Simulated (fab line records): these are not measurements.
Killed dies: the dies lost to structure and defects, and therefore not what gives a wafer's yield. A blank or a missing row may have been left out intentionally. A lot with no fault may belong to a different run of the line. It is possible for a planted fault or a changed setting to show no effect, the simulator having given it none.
Which tool did it?    flow n5_finfet    Sampling: 9 lots, 27 wafers, 5 of 1938 route steps

WHAT THE GAUGES READ, wafer by wafer
N5_BEOL_M1_OVL_MEAS_29. Usual: for V0_OVL the level is 0.0 nm and the standard deviation is 0.67.
lot   measured      on          V0_OVL (nm)     flag
L334  day 6 01:34   overlay-01  0.2 1.0 1.0     
L337  day 7 02:27   overlay-01  -0.1 0.5 -0.3   
L345  day 9 01:24   overlay-02  -0.4 0.3 0.1    
L346  day 9 06:20   overlay-02  -0.5 -0.6 -0.4  
L349  day 9 19:27   overlay-02  0.2 0.7 0.1     
L353  day 10 19:33  overlay-02  -0.8 -0.6 -0.1  
L354  day 11 05:30  overlay-02  -0.6 -0.6 -0.4  
L352  day 11 07:45  overlay-02  -0.3 0.4 1.0    
L356  day 11 15:45  overlay-02  0.4 0.4 1.0     

N5_BEOL_M4_RC_MEAS_101. Usual: CHAIN_V0 239 ohm/link, standard deviation 10; CHAIN_V0_max_site 248 ohm/link, standard deviation 12; DIBL_N 36.0 mV/V, standard deviation 2; DIBL_P 36.2 mV/V, standard deviation 2.2; IOFF_N 0.16 nA/um, standard deviation 0.034; IOFF_P 0.21 nA/um, standard deviation 0.04; ION_N 675 uA/um, standard deviation 12; ION_P 463 uA/um, standard deviation 7.2; SS_N 71.6 mV/dec, standard deviation 0.6; SS_P 73.3 mV/dec, standard deviation 0.67; VT_N 250 mV, standard deviation 3; VT_P -251 mV, standard deviation 3.4.
lot   measured      on         CHAIN_V0 (ohm/link)  CHAIN_V0_max_site (ohm/link)  DIBL_N (mV/V)   DIBL_P (mV/V)   IOFF_N (nA/um)  IOFF_P (nA/um)  ION_N (uA/um)  ION_P (uA/um)  SS_N (mV/dec)   SS_P (mV/dec)   VT_N (mV)    VT_P (mV)       flag
L334  day 8 01:43   prober-02  227 231 245          230 237 254                   37.7 35.6 35.6  36.6 34.6 34.4  0.17 0.12 0.14  0.21 0.18 0.18  670 662 650    452 457 451    72.3 72.2 71.8  74.3 73.1 73.6  251 253 250  -252 -255 -256  
L337  day 9 01:07   prober-02  226 248 251          230 256 255                   36.7 34.7 35.8  38.3 36.3 37.5  0.18 0.15 0.16  0.23 0.20 0.21  680 669 669    465 461 460    71.9 71.4 71.4  72.7 72.7 72.5  249 251 248  -249 -252 -252  
L345  day 11 02:45  prober-01  288 261 291          293 266 312                   40.9 40.6 39.4  40.8 40.0 38.3  0.20 0.20 0.18  0.26 0.25 0.22  700 687 697    469 466 470    71.1 71.7 71.0  75.2 74.1 74.0  247 247 249  -249 -249 -250  OFF
L346  day 11 05:12  prober-01  297 292 241          299 306 250                   37.9 37.9 35.4  39.9 39.9 36.6  0.20 0.20 0.16  0.28 0.29 0.24  682 694 678    468 481 470    72.1 72.4 71.5  74.6 73.7 73.3  244 245 248  -246 -246 -248  OFF
L349  day 12 04:16  prober-01  243 265 259          257 282 267                   35.6 39.0 35.0  35.2 39.3 34.8  0.16 0.24 0.16  0.23 0.31 0.22  679 697 673    463 477 461    71.4 72.2 71.5  73.3 74.0 73.1  251 246 249  -246 -245 -247  
L353  day 12 11:17  prober-02  239 256 246          251 270 248                   35.3 39.6 34.0  36.7 39.8 33.5  0.16 0.24 0.14  0.24 0.31 0.20  681 696 660    470 475 460    71.8 73.1 71.3  73.5 74.0 72.9  248 248 251  -247 -246 -250  
L354  day 13 21:14  prober-02  245 239 228          253 250 231                   38.0 38.9 38.2  38.2 39.1 38.4  0.18 0.20 0.18  0.23 0.27 0.23  675 683 682    462 470 469    71.4 72.0 72.5  74.1 74.2 74.7  250 248 248  -248 -247 -247  
L352  day 14 00:33  prober-01  248 261 253          262 272 264                   33.4 39.1 38.7  32.6 40.0 39.9  0.12 0.22 0.21  0.18 0.32 0.30  668 695 685    465 480 468    70.8 72.0 72.5  72.4 74.7 74.8  254 245 247  -252 -243 -247  
L356  day 13 23:46  prober-01  236 246 259          242 265 271                   39.8 35.9 35.3  39.3 36.6 35.1  0.24 0.17 0.15  0.29 0.23 0.21  696 690 669    470 464 467    72.4 71.0 71.4  74.2 72.5 72.7  243 247 251  -246 -247 -252  

TOOL THAT RAN EACH LOT (tool first, then ch and the chambers of the sampled wafers, then the start)
lot   N5_BEOL_M1_ETCH_77                  N5_BEOL_M1_ALD_98                 N5_BEOL_M1_ETCH_70
L334  rie_diel-03 ch 0,3, day 6 01:41     ald_sin-03 ch 0,1, day 6 01:47    rie_diel-03 ch 0,3, day 6 03:05
L337  rie_diel-05 ch 0,1,2, day 7 02:35   ald_sin-02 ch 1,2,3, day 7 03:03  rie_diel-03 ch 0,1,2, day 7 04:35
L345  rie_diel-06 ch 0,1,2, day 9 01:31   ald_sin-03 ch 0,1,2, day 9 01:37  rie_diel-03 ch 1,2, day 9 01:47
L346  rie_diel-06 ch 0,1,2, day 9 06:28   ald_sin-03 ch 0,1,2, day 9 06:35  rie_diel-06 ch 0,1,3, day 9 14:46
L349  rie_diel-05 ch 0,1,2, day 9 19:34   ald_sin-01 ch 1,3, day 9 19:40    rie_diel-05 ch 1,2, day 10 01:58
L353  rie_diel-03 ch 0,1,3, day 10 19:40  ald_sin-01 ch 0,3, day 10 20:07   rie_diel-03 ch 2,3, day 10 21:08
L354  rie_diel-06 ch 0,1,3, day 11 05:37  ald_sin-01 ch 0,2, day 11 05:43   rie_diel-03 ch 0,3, day 11 06:11
L352  rie_diel-06 ch 0,1,2, day 11 07:53  ald_sin-02 ch 0,3, day 11 07:59   rie_diel-03 ch 1,2,3, day 11 18:49
L356  rie_diel-03 ch 0,2,3, day 11 15:55  ald_sin-01 ch 0,1, day 11 16:42   rie_diel-03 ch 0,1,2, day 11 21:29
- N5_BEOL_M1_ETCH_77: etches underlayer in N2/H2, target depth 6.5 nm, time 5.2 s.
- N5_BEOL_M1_ALD_98: deposits SiO2, target thk 2.5 nm, pulse time 1 s, co reactant pulse time 1 s.
- N5_BEOL_M1_ETCH_70: etches SOC in N2/H2, target depth 80 nm, overetch 16 nm, time 120 s.

AS READ BY THE TOOLS THEMSELVES (means over the sampled wafers that have a number; for cases with no such wafer, the mark the record gives instead)
N5_BEOL_M1_ETCH_77. Usual: drypump_motor_current_A 5.79 A, standard deviation 0.24; etch_rf_on_time_s 5.18 s, standard deviation 0.13; n2_flow_sccm 200.0 sccm, standard deviation 0.65; oes_product_au 0.67 a.u., standard deviation 0.077; rf_vpp_V 524.1 V, standard deviation 2.8; showerhead_plenum_p_Torr 2.56 Torr, standard deviation 0.081; throttle_valve_pct 17.9 %, standard deviation 0.31.
lot   tool         drypump_motor_current_A (A)  etch_rf_on_time_s (s)  n2_flow_sccm (sccm)  oes_product_au (a.u.)  rf_vpp_V (V)  showerhead_plenum_p_Torr (Torr)  throttle_valve_pct (%)  flag
L334  rie_diel-03  5.52                         5.15                   200.5                0.73                   522.4         2.53                             18.0                    
L337  rie_diel-05  5.88                         5.27                   199.8                0.59                   525.1         2.56                             18.0                    
L345  rie_diel-06  5.80                         5.12                   199.9                0.63                   525.0         2.56                             18.0                    
L346  rie_diel-06  5.78                         5.13                   200.5                0.63                   525.1         2.56                             18.0                    
L349  rie_diel-05  5.88                         5.21                   200.8                0.65                   523.4         2.55                             18.0                    
L353  rie_diel-03  5.79                         5.24                   200.0                0.66                   523.1         2.57                             17.9                    
L354  rie_diel-06  5.79                         5.22                   199.7                0.64                   524.1         2.53                             17.8                    
L352  rie_diel-06  5.78                         5.12                   200.1                0.62                   525.0         2.56                             18.1                    
L356  rie_diel-03  5.59                         5.12                   200.4                0.71                   524.8         2.58                             17.9                    

N5_BEOL_M1_ALD_98. Usual: heater_power_w 81 W, standard deviation 8.5; precursor_pulse_height_rel 1.001, standard deviation 0.02.
lot   tool        heater_power_w (W)  precursor_pulse_height_rel  flag
L334  ald_sin-03  80                  1.010                       
L337  ald_sin-02  75                  0.991                       
L345  ald_sin-03  78                  1.013                       
L346  ald_sin-03  79                  1.002                       
L349  ald_sin-01  93                  0.999                       
L353  ald_sin-01  79                  1.013                       
L354  ald_sin-01  79                  0.996                       
L352  ald_sin-02  74                  0.998                       
L356  ald_sin-01  84                  0.998                       

N5_BEOL_M1_ETCH_70. Usual: drypump_motor_current_A 5.81 A, standard deviation 0.26; n2_flow_sccm 199.9 sccm, standard deviation 0.61; oes_product_au 0.61 a.u., standard deviation 0.062; rf_vpp_V 524.3 V, standard deviation 2.5; showerhead_plenum_p_Torr 2.56 Torr, standard deviation 0.084; throttle_valve_pct 17.8 %, standard deviation 0.31.
lot   tool         drypump_motor_current_A (A)  n2_flow_sccm (sccm)  oes_product_au (a.u.)  rf_vpp_V (V)  showerhead_plenum_p_Torr (Torr)  throttle_valve_pct (%)  flag
L334  rie_diel-03  5.56                         200.2                0.69                   523.6         2.57                             17.9                    
L337  rie_diel-03  5.88                         200.4                0.65                   527.4         2.66                             17.6                    
L345  rie_diel-03  5.92                         199.8                0.63                   527.0         2.67                             17.4                    
L346  rie_diel-06  5.79                         200.1                0.59                   523.2         2.53                             17.7                    
L349  rie_diel-05  6.01                         199.5                0.53                   522.6         2.49                             18.2                    
L353  rie_diel-03  5.63                         200.6                0.64                   525.8         2.62                             17.6                    
L354  rie_diel-03  5.57                         199.8                0.64                   523.6         2.56                             18.0                    
L352  rie_diel-03  5.85                         200.0                0.60                   524.5         2.59                             17.7                    
L356  rie_diel-03  5.90                         200.0                0.62                   526.1         2.64                             17.6                    

THE ANSWER, worked out from the rows above alone
Rule: lot off if the mean of its wafers having a number is beyond 3 standard deviations from the usual mean. A lot without any number at a reading at which 4 lots or more have one is off too. Where the step has rows for the other lots, those lots are counted as sound. The gauges are gone through in route order, then the tools' own readings, and for those a lot's mean is taken as printed above. The first step at which some lot is off is used, and at that step the reading that is off furthest; a lot without a number counts as furthest.
Off: at N5_BEOL_M4_RC_MEAS_101 (CHAIN_V0), L345, L346.
If a tool, at a process step before that reading, ran all the lots that are off and no sound lot after the first of them, it fits. The gauges at N5_BEOL_M4_RC_MEAS_101 are tried like those tools. One fits: ald_sin-03 at N5_BEOL_M1_ALD_98. Its last sound lot is L334 (day 6 01:47), its first lot that is off L345 (day 9 01:37): a fault that began between those two fits.

WHAT THE SIMULATOR PUT IN
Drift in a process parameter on ald_sin-03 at N5_BEOL_M1_ALD_98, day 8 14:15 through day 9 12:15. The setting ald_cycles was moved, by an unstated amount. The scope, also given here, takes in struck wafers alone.
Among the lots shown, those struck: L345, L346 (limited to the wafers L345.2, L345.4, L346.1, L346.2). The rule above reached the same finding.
